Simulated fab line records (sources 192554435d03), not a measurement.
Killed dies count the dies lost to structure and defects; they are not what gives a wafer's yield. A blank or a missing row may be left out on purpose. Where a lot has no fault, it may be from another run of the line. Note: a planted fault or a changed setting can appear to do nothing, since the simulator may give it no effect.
fab line records	flow n5_finfet
record lots=5	wafers=14	last_day=19
route steps=1938 shown HKMG_FIN@407 BEOL_M4@1111
lots with no fault: from the same line, run without faults
start_h: hours from the record's first day to the start of the lot's first wafer shown	wait_h: hours from the lot's prior step to this one	" same as the row above	L1.1+2: several wafers, shown together as one row	- no value, or no start given	* or withheld: withheld	< > ~ a bound
route shown NAME@n: NAME is a module with steps in the file, n the number in the route of the first one	usual: mean/standard deviation of fault-free wafers	same: alike in all rows	chamber/n: place in a boat	sites: per-site readings	_std_site: standard deviation of those values	_edge_site: mean of outer sites minus mean of inner sites	radius_mm: for every site, how far away it sits from the centre of the wafer	mask NAME#n: copy n	behind: the most recent tool/chamber to have shaped the wafer	hold: why the lot went on hold/how many hours it stayed there/how the hold came to an end	device: which transistor (n, p or np) failed to switch	end of line: the tests these same wafers got at the end of their route	a step without rows: its recipe alone	killed: not the wafer's yield, but the dies lost to structure and defects at the first sort	map: a wafer's dies, marking killed ones x, the rest . and places with no die _
set.NAME: the setting the step ran with; set.NAME@STEP: the setting that earlier step ran with	model.NAME: the simulator's own value behind a step, which no gauge read
certain route steps with their lots: each step a table, each wafer a row
services: a tool's chamber out of use, with start hour (start_h, from the record's first day; less than 0 if before it), hours out, and reason
## steps
# step N5_HKMG_FIN_STRIP_93
# recipe chemistry=N2/H2	material=SOC	time_s=20	power_w=500	temp_c=40	pressure_mtorr=50	rf_frequency_hz=6e+07	bias_power_w=8	h2_frac=0.5	n2_flow_sccm=300	h2_flow_sccm=300
# step N5_HKMG_FIN_WET_ETCH_76
# recipe chemistry=dNH4OH	mix=1:50	temp_c=25	target=Al2O3	stop_on=La2O3	target_depth_nm=2.25	dry=ipa_marangoni	rinse_time_s=30	rinse_temp_c=23
# step N5_HKMG_FIN_STRIP_60
# recipe chemistry=N2/H2	power_w=2500	temp_c=300	h2_frac=0.65	time_s=360	pressure_mtorr=withheld	n2_flow_sccm=1750	h2_flow_sccm=3250
# usual drypump_motor_current_A=5.75/0.1	h2_flow_sccm=3250/10	heater_power_w=478/31
lot.wafer	tool	chamber	start_h	wait_h	drypump_motor_current_A	h2_flow_sccm	heater_power_w	rf_hours_counter_h
L924.3	plasma_asher-02	1	85.96	0.1	5.72	3251	422	-
L924.5	"	0	"	"	5.94	3229	485	-
L924.6	"	1	"	"	5.73	3244	442	-
L925.1	plasma_asher-01	0	91.72	0.0	5.67	3244	509	38
L925.3	"	1	"	"	5.73	3255	482	-
L925.4	"	0	"	"	5.66	3238	525	-
L934.1	plasma_asher-01	0	145.24	0.0	5.68	3259	502	47
L934.5	"	0	"	"	5.68	3247	506	-
L941.1	plasma_asher-02	0	186.98	0.0	5.93	3264	493	108
L941.2	"	1	"	"	5.74	3248	435	108
L941.6	"	1	"	"	5.73	3245	419	-
L943.1	plasma_asher-01	0	205.89	0.2	5.67	3256	505	64
L943.2	"	1	"	"	5.73	3240	484	64
L943.3	"	1	"	"	5.73	3244	473	-
# step N5_HKMG_FIN_WET_ETCH_77
# recipe chemistry=dHCl	mix=1:10000	temp_c=25	target=La2O3	stop_on=HfO2	target_depth_nm=2
# step N5_HKMG_FIN_WET_ETCH_78
# recipe chemistry=dNH4OH	mix=1:50	temp_c=25	target=Al2O3	stop_on=La2O3	target_depth_nm=4.5	dry=ipa_marangoni	rinse_time_s=30	rinse_temp_c=23
# step N5_HKMG_FIN_ALD_79
# recipe material=TiN	target_thk_a=15	temp_c=400	ald_precursor_family=TiCl4	ald_co_reactant=NH3	pulse_time_s=1	purge_time_s=3	co_reactant_purge_time_s=2	co_reactant_pulse_time_s=2	ald_cycles=68	pressure_torr=3
# step N5_HKMG_FIN_CVD_62
# recipe material=a-Si	target_thk_a=30	temp_c=500	precursor=Si2H6	pressure_torr=1	time_s=20.8
# step N5_HKMG_FIN_RTA_80
# recipe temp_c=withheld	time_s=2	ambient=N2	idle_temp_c=600	ramp_up_c_per_s=150	ramp_down_c_per_s=60	cool_to_c=600
# step N5_HKMG_FIN_PRECLEAN_64
# recipe chemistry=dHF	time_s=30	temp_c=25	dilution=withheld
# step N5_HKMG_FIN_WET_ETCH_65
# recipe chemistry=TMAH	temp_c=70	conc_wt_pct=5	target=a-Si	stop_on=TiN	time_s=49	target_depth_nm=3
# step N5_HKMG_FIN_WET_ETCH_81
# recipe chemistry=SC1	target=TiN	stop_on=HfO2	mix=1:1:5	temp_c=60	time_s=57	target_depth_nm=6
# step N5_HKMG_FIN_WET_ETCH_82
# recipe chemistry=dHCl	mix=1:10000	temp_c=25	target=La2O3	stop_on=HfO2	target_depth_nm=2	dry=ipa_marangoni	rinse_time_s=30	rinse_temp_c=23
# step N5_HKMG_FIN_ALD_36
# recipe material=TiN	target_thk_a=10	temp_c=400	ald_precursor_family=TiCl4	ald_co_reactant=NH3	pulse_time_s=1	purge_time_s=3	co_reactant_purge_time_s=2	co_reactant_pulse_time_s=2	ald_cycles=47	pressure_torr=3
# usual ald_cycles=47/0	heater_power_w=879/86	precursor_pulse_height_rel=1.000/0.021
lot.wafer	tool	chamber	start_h	wait_h	ald_cycles	heater_power_w	precursor_pulse_height_rel
L924.3	ald_metal-01	0	87.08	0.0	47	968	1.008
L924.5	"	0	"	"	47	986	0.999
L924.6	"	1	"	"	47	721	1.045
L925.1	ald_metal-02	0	92.96	0.0	47	928	1.029
L925.3	"	2	"	"	47	944	0.963
L925.4	"	1	"	"	47	928	1.025
L934.1	ald_metal-02	3	146.59	0.0	47	856	0.995
L934.5	"	2	"	"	60	917	1.004
L941.1	ald_metal-03	3	188.32	0.0	47	782	1.030
L941.2	"	2	"	"	47	870	1.007
L941.6	"	3	"	"	47	768	0.996
L943.1	ald_metal-03	0	207.26	0.0	47	1040	1.045
L943.2	"	2	"	"	47	853	0.988
L943.3	"	1	"	"	47	749	1.016
# step N5_HKMG_FIN_THK_MEAS_70
# recipe thk_meas_gauge=xrf	reads=HfO2_of_HKMG_FIN_HK_ALD_01
# usual HK_THK=1.576/0.022
lot.wafer	tool	chamber	start_h	wait_h	HK_THK[nm]
L924.3	film_metro-02	-	87.37	0.2	1.601
L924.5	"	-	"	"	1.616
L924.6	"	-	"	"	1.636
L925.1	film_metro-02	-	93.24	0.2	1.585
L925.3	"	-	"	"	1.596
L925.4	"	-	"	"	1.580
L934.1	film_metro-02	-	146.87	0.2	1.589
L934.5	"	-	"	"	1.607
L941.1	film_metro-02	-	188.60	0.2	1.568
L941.2	"	-	"	"	1.562
L941.6	"	-	"	"	1.579
L943.1	film_metro-02	-	207.54	0.2	1.573
L943.2	"	-	"	"	1.557
L943.3	"	-	"	"	1.612
# step N5_HKMG_FIN_PWFM_ALD_03
# recipe material=TiN	target_thk_a=20	temp_c=400	ald_precursor_family=TiCl4	ald_co_reactant=NH3	pulse_time_s=1	purge_time_s=3	co_reactant_purge_time_s=2	co_reactant_pulse_time_s=2	ald_cycles=91	pressure_torr=3
# step N5_HKMG_FIN_COAT_29
# recipe resist=SOC	temp_c=250	time_s=60	spin_rpm=1500	resist_thk_nm=300
# step N5_HKMG_FIN_COAT_30
# recipe resist=SiARC	temp_c=220	time_s=60	spin_rpm=1500	resist_thk_nm=35
# step N5_HKMG_FIN_COAT_06
# recipe resist=CAR-ArF	spin_rpm=1500	resist_thk_nm=90
# step N5_HKMG_FIN_EBR_08
# recipe solvent=PGMEA	ebr_width_mm=1.5
# step N5_HKMG_FIN_SOFTBAKE_07
# recipe temp_c=110	time_s=60	resist=CAR-ArF
# step N5_HKMG_FIN_EXPOSE_09
# recipe mask_id=NWFM	na=1.35	source_shape=conventional	sigma_outer=0.8	polarization=unpolarized	dose_mj=39.25
# step N5_HKMG_FIN_PEB_10
# recipe peb_temp_c=withheld	peb_time_s=60	resist=CAR-ArF
# step N5_HKMG_FIN_DEVELOP_11
# recipe develop_time_s=30	developer=TMAH	resist=CAR-ArF	dev_temp_c=23	rinse_liquid=diw	dry=air_spin
# step N5_HKMG_FIN_CD_MEAS_12
# recipe target_cd_nm=92.8	landing_energy_ev=500	detector=se_inlens
# usual cd_nm=92.9/0.49
lot.wafer	tool	chamber	start_h	wait_h	cd_nm
L924.3	cd_sem-03	0	88.28	-	93.6
L924.5	"	0	"	"	93.2
L924.6	"	0	"	"	93.2
L925.1	cd_sem-02	0	94.12	-	92.0
L925.3	"	0	"	"	91.9
L925.4	"	0	"	"	92.1
L934.1	cd_sem-03	0	147.74	-	92.8
L934.5	"	0	"	"	94.0
L941.1	cd_sem-02	0	189.48	-	92.8
L941.2	"	0	"	"	93.1
L941.6	"	0	"	"	93.0
L943.1	cd_sem-01	0	208.29	-	92.6
L943.2	"	0	"	"	93.5
L943.3	"	0	"	"	92.1
# step N5_HKMG_FIN_OVL_MEAS_13
# recipe points_per_wafer=44
# usual NWFM_OVL=0.4/0.59
# same points_per_wafer=44
lot.wafer	tool	chamber	start_h	wait_h	NWFM_OVL[nm]
L924.3	overlay-02	0	88.31	0.0	-0.1
L924.5	"	0	"	"	1.1
L924.6	"	0	"	"	-0.1
L925.1	overlay-01	0	94.15	0.0	1.0
L925.3	"	0	"	"	2.0
L925.4	"	0	"	"	1.5
L934.1	overlay-01	0	147.78	0.0	1.0
L934.5	"	0	"	"	1.0
L941.1	overlay-02	0	189.51	0.0	-0.1
L941.2	"	0	"	"	-0.1
L941.6	"	0	"	"	-0.3
L943.1	overlay-01	0	208.32	0.0	1.1
L943.2	"	0	"	"	0.5
L943.3	"	0	"	"	0.6
# step N5_HKMG_FIN_INSPECT_14
# recipe mode=adi	inspect_instrument=macro
# usual raw_defect_count=2.1/1.5
lot.wafer	tool	chamber	start_h	wait_h	raw_defect_count
L924.3	defect_inspect-02	-	88.33	0.0	1
L924.5	"	-	"	"	3
L924.6	"	-	"	"	2
L925.1	defect_inspect-02	-	94.17	0.0	0
L925.3	"	-	"	"	1
L925.4	"	-	"	"	2
L934.1	defect_inspect-02	-	147.80	0.0	3
L934.5	"	-	"	"	1
L941.1	defect_inspect-01	-	189.53	0.0	2
L941.2	"	-	"	"	4
L941.6	"	-	"	"	6
L943.1	defect_inspect-02	-	208.34	0.0	2
L943.2	"	-	"	"	0
L943.3	"	-	"	"	1
# step N5_HKMG_FIN_DESCUM_17
# recipe chemistry=O2	time_s=7.9	source_power_w=50	bias_power_w=20	pressure_mtorr=20	rf_frequency_hz=2.712e+07	temp_c=40	resist=CAR-ArF	o2_flow_sccm=225
# step N5_HKMG_FIN_ETCH_31
# recipe chemistry=CF4	target=SiARC	target_depth_a=455	mask_material=CAR-ArF	time_s=75.8	ion_energy_ev=80	pressure_mtorr=40	source_w=545	bias_w=36	Ar_flow_sccm=100	cf4_flow_sccm=100	ends=cleared
# usual chamber_pressure_mTorr=40.01/0.055	drypump_motor_current_A=5.8/0.51	etch_rf_on_time_s=75.9/1.1	oes_product_au=0.66/0.065	rf_vpp_V=184.2/0.96	showerhead_plenum_p_Torr=2.15/0.047	throttle_valve_pct=15.70/0.16
lot.wafer	tool	chamber	start_h	wait_h	chamber_pressure_mTorr	drypump_motor_current_A	etch_rf_on_time_s	oes_product_au	rf_hours_counter_h	rf_vpp_V	showerhead_plenum_p_Torr	throttle_valve_pct
L924.3	rie_diel-05	3	88.45	0.0	40.02	6.0	74.6	0.73	63	183.0	2.09	15.71
L924.5	"	0	"	"	40.00	5.7	76.5	0.73	-	185.9	2.27	15.62
L924.6	"	1	"	"	39.98	6.6	74.5	0.70	-	182.6	2.15	15.42
L925.1	rie_diel-05	1	94.30	0.0	40.02	6.6	75.1	0.69	116	183.1	2.15	15.44
L925.3	"	2	"	"	40.03	6.0	75.8	0.64	175	185.7	2.21	15.87
L925.4	"	0	"	"	40.02	5.7	76.9	0.72	47	186.0	2.27	15.62
L934.1	rie_diel-01	3	147.87	0.0	40.05	5.2	74.4	0.67	115	184.8	2.15	15.85
L934.5	"	3	"	"	40.01	5.2	74.2	0.67	-	184.3	2.15	15.82
L941.1	rie_diel-05	0	189.60	0.0	40.08	5.7	76.8	0.69	77	184.7	2.26	15.68
L941.2	"	2	"	"	39.99	6.0	76.1	0.63	198	184.9	2.20	15.94
L941.6	"	0	"	"	40.03	5.7	77.4	0.69	-	185.6	2.26	15.69
L943.1	rie_diel-05	2	208.41	0.0	40.00	6.0	76.7	0.62	203	185.9	2.20	15.94
L943.2	"	0	"	"	40.03	5.7	77.2	0.69	81	186.1	2.25	15.70
L943.3	"	3	"	"	40.01	6.0	75.2	0.69	99	184.1	2.07	15.79
# step N5_HKMG_FIN_ETCH_32
# recipe chemistry=N2/H2	target=SOC	target_depth_a=2400	temp_c=40	time_s=300	ion_energy_ev=200	mask_material=SiARC	pressure_mtorr=30	source_w=840	bias_w=150	n2_flow_sccm=200	h2_flow_sccm=200
# step N5_HKMG_FIN_STRIP_33
# recipe chemistry=N2/H2	temp_c=40	n2_flow_sccm=200	h2_flow_sccm=200	rf_frequency_hz=6e+07
# step N5_HKMG_FIN_STRIP_34
# recipe chemistry=CF4	resist=SiARC	power_w=300	bias_power_w=75	pressure_mtorr=50	cf4_flow_sccm=150	rf_frequency_hz=6e+07
# usual chamber_pressure_mTorr=50.01/0.047	drypump_motor_current_A=5.8/0.51	oes_product_au=0.77/0.072	rf_vpp_V=271.4/1.1	showerhead_plenum_p_Torr=1.80/0.04	throttle_valve_pct=13.67/0.18
lot.wafer	tool	chamber	start_h	wait_h	chamber_pressure_mTorr	drypump_motor_current_A	oes_product_au	rf_hours_counter_h	rf_vpp_V	showerhead_plenum_p_Torr	throttle_valve_pct
L924.3	rie_diel-05	3	88.70	0.0	49.93	5.9	0.83	63	270.2	1.75	13.64
L924.5	"	0	"	"	50.02	5.7	0.85	-	272.1	1.90	13.54
L924.6	"	1	"	"	50.01	6.6	0.79	-	271.5	1.80	13.41
L925.1	rie_diel-05	1	94.55	0.0	50.07	6.6	0.79	117	271.9	1.80	13.40
L925.3	"	2	"	"	49.99	6.0	0.74	175	272.6	1.85	13.85
L925.4	"	0	"	"	49.99	5.7	0.85	47	273.3	1.90	13.56
L934.1	rie_diel-01	3	148.11	0.0	50.03	5.2	0.76	116	271.4	1.80	13.78
L934.5	"	3	"	"	50.04	5.2	0.76	-	270.8	1.80	13.77
L941.1	rie_diel-05	0	189.85	0.0	49.93	5.7	0.81	77	273.3	1.89	13.63
L941.2	"	2	"	"	50.06	6.1	0.72	198	272.5	1.84	13.89
L941.6	"	0	"	"	49.91	5.7	0.81	-	273.6	1.89	13.63
L943.1	rie_diel-05	2	208.66	0.0	50.00	6.1	0.71	203	271.7	1.84	13.91
L943.2	"	0	"	"	50.03	5.7	0.80	82	272.9	1.89	13.62
L943.3	"	3	"	"	50.09	5.9	0.80	99	270.1	1.74	13.74
# step N5_HKMG_FIN_ETCH_35
# recipe chemistry=N2/H2	target=SOC	target_depth_a=2158	ion_energy_ev=65	bias_w=5	source_w=3000	time_s=243.4	pressure_mtorr=30	n2_flow_sccm=200	h2_flow_sccm=200
# step N5_HKMG_FIN_STRIP_92
# recipe chemistry=N2/H2	material=SOC	time_s=20	power_w=500	temp_c=40	pressure_mtorr=50	rf_frequency_hz=6e+07	bias_power_w=8	h2_frac=0.5	n2_flow_sccm=300	h2_flow_sccm=300
# usual chamber_pressure_mTorr=50.00/0.059	drypump_motor_current_A=5.8/0.51	h2_flow_sccm=299.9/0.86	oes_product_au=0.78/0.076	rf_vpp_V=54.2/0.93	showerhead_plenum_p_Torr=3.38/0.076	throttle_valve_pct=19.15/0.24
lot.wafer	tool	chamber	start_h	wait_h	chamber_pressure_mTorr	drypump_motor_current_A	h2_flow_sccm	oes_product_au	rf_hours_counter_h	rf_vpp_V	showerhead_plenum_p_Torr	throttle_valve_pct
L924.3	rie_diel-05	3	88.87	0.1	49.91	6.0	299.1	0.86	63	54.1	3.26	18.99
L924.5	"	0	"	"	49.99	5.7	300.1	0.86	-	54.8	3.56	19.28
L924.6	"	1	"	"	49.99	6.7	299.3	0.81	-	53.8	3.39	19.17
L925.1	rie_diel-05	1	94.72	0.1	50.06	6.6	300.1	0.80	117	53.8	3.38	19.16
L925.3	"	2	"	"	49.99	6.1	300.6	0.75	175	54.7	3.48	19.12
L925.4	"	0	"	"	50.01	5.7	299.8	0.85	47	55.0	3.56	19.29
L934.1	rie_diel-01	3	148.28	0.1	49.97	5.2	300.9	0.80	116	54.8	3.39	19.16
L934.5	"	3	"	"	50.06	5.2	299.5	0.79	-	52.0	3.39	19.16
L941.1	rie_diel-05	0	190.02	0.1	49.97	5.7	299.3	0.80	77	53.4	3.54	19.33
L941.2	"	2	"	"	50.05	6.0	299.7	0.73	198	54.2	3.47	19.16
L941.6	"	0	"	"	50.05	5.7	300.6	0.81	-	54.2	3.54	19.32
L943.1	rie_diel-05	2	208.83	0.1	49.94	6.1	300.7	0.73	203	55.6	3.47	19.16
L943.2	"	0	"	"	50.06	5.7	301.4	0.80	82	54.9	3.54	19.35
L943.3	"	3	"	"	50.00	6.0	298.7	0.80	99	53.3	3.24	19.06
# step N5_HKMG_FIN_WET_ETCH_18
# recipe chemistry=SC1	target=TiN	mix=1:1:5	temp_c=*	time_s=55	target_depth_nm=5.2	dry=ipa_marangoni	rinse_time_s=30	rinse_temp_c=23
# step N5_HKMG_FIN_STRIP_19
# recipe chemistry=N2/H2	power_w=2500	temp_c=300	h2_frac=0.65	time_s=360	pressure_mtorr=withheld	n2_flow_sccm=1750	h2_flow_sccm=3250
# step N5_HKMG_FIN_ALD_91
# recipe material=TiN	target_thk_a=10	temp_c=400	ald_precursor_family=TiCl4	ald_co_reactant=NH3	pulse_time_s=1	purge_time_s=3	co_reactant_purge_time_s=2	co_reactant_pulse_time_s=2	ald_cycles=47	pressure_torr=3
# step N5_HKMG_FIN_COAT_85
# recipe resist=SOC	temp_c=250	time_s=60	spin_rpm=1500	resist_thk_nm=300
# step N5_HKMG_FIN_ETCH_86
# recipe chemistry=N2/H2	target=SOC	target_depth_a=3932	stop_on=TiN	ion_energy_ev=100	bias_w=61	pressure_mtorr=30	source_w=850	n2_flow_sccm=200	h2_flow_sccm=200
# step N5_HKMG_FIN_STRIP_89
# recipe chemistry=N2/H2	material=SOC	time_s=20	power_w=500	temp_c=40	pressure_mtorr=50	rf_frequency_hz=6e+07	bias_power_w=8	h2_frac=0.5	n2_flow_sccm=300	h2_flow_sccm=300
# step N5_HKMG_FIN_WET_ETCH_87
# recipe chemistry=SC1	target=TiN	mix=1:2:40	temp_c=50	time_s=154.2	target_depth_nm=4.7	dry=ipa_marangoni	rinse_time_s=30	rinse_temp_c=23
# step N5_HKMG_FIN_STRIP_88
# recipe chemistry=N2/H2	power_w=2500	temp_c=300	h2_frac=0.65	time_s=360	pressure_mtorr=withheld	n2_flow_sccm=1750	h2_flow_sccm=3250
# step N5_HKMG_FIN_NWFM_ALD_20
# recipe material=TiAlC	target_thk_a=20	temp_c=300	ald_precursor_family=TiCl4	ald_co_reactant=TEA	pulse_time_s=3	purge_time_s=2	co_reactant_purge_time_s=2	co_reactant_pulse_time_s=10	ald_cycles=7	pressure_torr=3
# usual ald_cycles=7/0	heater_power_w=495/47	precursor_pulse_height_rel=1.002/0.019
lot.wafer	tool	chamber	start_h	wait_h	ald_cycles	heater_power_w	precursor_pulse_height_rel
L924.3	ald_metal-03	3	90.48	0.1	7	421	1.020
L924.5	"	1	"	"	7	432	0.992
L924.6	"	2	"	"	7	491	1.027
L925.1	ald_metal-02	1	96.31	0.3	7	528	1.002
L925.3	"	2	"	"	7	534	1.010
L925.4	"	3	"	"	7	480	1.030
L934.1	ald_metal-02	3	150.08	0.3	7	475	1.008
L934.5	"	0	"	"	7	521	1.003
L941.1	ald_metal-03	3	200.47	0.3	7	427	1.011
L941.2	"	1	"	"	7	426	1.013
L941.6	"	0	"	"	7	572	0.976
L943.1	ald_metal-02	0	210.34	0.3	7	523	1.026
L943.2	"	3	"	"	7	466	0.978
L943.3	"	1	"	"	7	507	0.994
# step N5_BEOL_M4_RC_MEAS_101
# usual DIBL_N=36.6/1.3	DIBL_P=36.4/1.4	IOFF_N=0.167/0.023	IOFF_P=0.219/0.029	IOFF_P_LIN=0.104/0.012	ION_N=678/8.7	ION_P=464/6.4	SS_N=71.5/0.53	SS_P=73.4/0.57	VT_N=248.5/2.8	VT_P=-249/3.1
lot.wafer	tool	chamber	start_h	wait_h	DIBL_N[mV/V]	DIBL_P[mV/V]	IOFF_N[nA/um]	IOFF_P[nA/um]	IOFF_P_LIN[nA/um]	ION_N[uA/um]	ION_P[uA/um]	SS_N[mV/dec]	SS_P[mV/dec]	VT_N[mV]	VT_P[mV]
L925.1	prober-02	0	193.10	0.0	38.4	37.2	0.204	0.264	0.120	692	470	72.3	74.5	241.0	-244
L925.3	"	0	"	"	37.4	36.8	0.190	0.254	0.119	682	469	72.0	73.6	247.6	-245
L925.4	"	0	"	"	37.6	36.5	0.193	0.266	0.124	691	471	72.0	74.0	243.1	-243
L924.3	prober-02	0	196.53	0.3	35.5	35.3	0.147	0.207	0.100	677	467	70.4	73.4	250.7	-252
L924.5	"	0	"	"	36.6	35.2	0.159	0.198	0.095	677	464	71.5	73.2	251.4	-249
L924.6	"	0	"	"	34.8	33.9	0.130	0.189	0.094	663	459	71.2	73.2	253.6	-248
L934.1	prober-02	0	290.03	0.0	36.1	35.5	0.155	0.207	0.102	679	468	71.2	72.8	248.7	-248
L934.5	"	0	"	"	35.5	34.5	0.146	0.286	0.142	679	485	71.1	72.5	252.4	-242
L941.1	prober-01	0	329.98	0.0	35.8	36.1	0.147	0.208	0.098	669	460	71.8	73.2	248.5	-251
L941.2	"	0	"	"	36.4	37.0	0.156	0.211	0.099	675	469	71.3	73.5	250.8	-251
L941.6	"	0	"	"	36.7	37.4	0.166	0.222	0.102	673	463	72.1	73.4	246.6	-251
L943.1	prober-01	0	351.14	0.0	36.9	37.9	0.164	0.231	0.106	674	467	71.6	74.1	251.0	-249
L943.2	"	0	"	"	36.5	37.0	0.149	0.200	0.096	676	457	71.7	72.9	249.8	-253
L943.3	"	0	"	"	37.9	39.8	0.187	0.257	0.115	683	471	72.1	73.3	247.3	-248
## services
tool	chamber	start_h	hours	kind
ald_metal-01	-	89.01	2.8	pm
ald_metal-01	-	100.45	0.6	repair
plasma_asher-01	-	117.89	8.2	repair
ald_metal-02	2	127.61	13.4	repair
rie_diel-05	-	132.88	14.6	pm
ald_metal-02	1	137.33	14.8	repair
plasma_asher-02	-	146.07	28.1	pm
rie_diel-05	1	173.90	8.8	repair
ald_metal-02	-	179.38	14.6	pm
rie_diel-01	0	182.28	1.9	repair
plasma_asher-01	-	183.68	14.6	pm
plasma_asher-02	-	187.79	18.5	repair
rie_diel-01	2	190.80	1.6	repair
ald_metal-02	-	193.98	2.8	pm
rie_diel-01	2	204.69	-	clean
rie_diel-01	2	204.69	-	consumable_replace:focus_ring
rie_diel-01	2	204.69	23.2	scheduled_down
rie_diel-01	2	204.69	23.2	vent_cycle
## key
first_sign step=N5_HKMG_FIN_ALD_36	reading=ald_cycles	direction=up	sigmas=99+	usual=*	struck=*
effect step=N5_BEOL_M4_RC_MEAS_101	reading=ION_P	direction=up	sigmas=3.3	usual=464	struck=485
effect step=N5_BEOL_M4_RC_MEAS_101	reading=IOFF_P_LIN	direction=up	sigmas=3.3	usual=0.104	struck=0.142
met_at N5_HKMG_FIN_ALD_36
struck_wafers L934.5
onset_between 92.96 146.59
fault kind=process_parameter_drift	tool=ald_metal-02	chamber=-	onset_h=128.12	steps=N5_HKMG_FIN_ALD_36	channel=ald_cycles	offset=*	shape=step	end_h=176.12	scope=struck_wafers_only	acts_in=*	stated=*
